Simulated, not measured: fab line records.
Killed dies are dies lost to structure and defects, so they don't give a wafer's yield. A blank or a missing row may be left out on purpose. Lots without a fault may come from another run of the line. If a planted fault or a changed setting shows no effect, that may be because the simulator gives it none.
Problem report in the 8D (eight disciplines) form, filled by code | flow nandHarc | the parts of the form that need people (team, actions taken, sign-off) are left out

== 1. WHAT WENT WRONG ==
killedAtArray at NHARC_END_SORT_01 reads a mean of 670 on 6 wafers of 2 lots; wafers without a fault read 56 with a standard deviation of 18. That is +34 standard deviations from the usual mean.
Earliest sighting: wafer L202.1 on prober-02 at day 29 12:19. The record holds 6 wafers of 2 lots with a number at this step. Rule for "out" (also "out of limits"): further than 4 standard deviations from the usual mean. The other wafers with a number count as sound.

== 2. WHAT IT IS, AND WHAT IT ISN'T ==
question                    | is                        | is not
which readings at this step | killedAtArray, killedDies | killedAtPeriphery, killedOpen, killedShort
which lots                  | L202, L204                | -
which wafers of those lots  | all that have a number    | -
read on which gauges        | prober-02                 | -
when                        | from day 29 12:19         | up to then (0 sound wafers)

== 3. SUSPECTS, AND WHAT RULES EACH OUT ==
Counting: a tool at any process step up to the reading remains a suspect when it ran all the lots that are out and ran no sound lot after the first of those.
- the gauge at NHARC_END_SORT_01: kept. All the wafers that are out were read on prober-02, and no step on other tools shows them out.
- aclDep-01 at NHARC_A_CONTACT_DEP_57 (deposits aC, target thk 5300 nm): kept. It ran every lot that is out, first L202 (day 26 14:13), and no sound lot after that.
Left after counting: aclDep-01 at NHARC_A_CONTACT_DEP_57, prober-02 at NHARC_END_SORT_01.

== 4. THE CAUSE (what the simulator had put in) ==
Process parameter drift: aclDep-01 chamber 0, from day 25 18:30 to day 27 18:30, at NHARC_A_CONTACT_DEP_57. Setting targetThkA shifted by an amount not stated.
Counting leaves 2 suspects; this tool is one of them.

== 5. SEQUENCE OF EFFECTS, ordered by route ==
Each row: a reading whose mean over the struck wafers that have a number lies more than 3 standard deviations from the usual. Only readings whose record carries a usual standard deviation are examined. hours: median over the lots of the time between each lot's start at the first step of this table that gives one and its start at this step. sigmas: the change, counted in usual standard deviations.
hours | step              | reading       | usual | on struck wafers | change | sigmas
0     | NHARC_END_SORT_01 | killedAtArray | 56    | 670              | +614   | +34
0     | NHARC_END_SORT_01 | killedDies    | 61    | 677              | +616   | +32

== 6. WHAT WOULD HAVE CAUGHT IT SOONER ==
Counted from the fault's start at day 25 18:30, it took 90 hours until the first out-of-limits reading at a measuring or inspecting step in this record, taken at day 29 12:19.
Of the tool readings at NHARC_A_CONTACT_DEP_57 for which the record gives a usual standard deviation, none was out on any struck wafer, so an alarm limit of 4 standard deviations on them would not have fired.
All the lots that are out (2) had begun NHARC_A_CONTACT_DEP_57 on aclDep-01 by day 29 12:19. Had the tool been put on hold then, not one of them would have been saved.
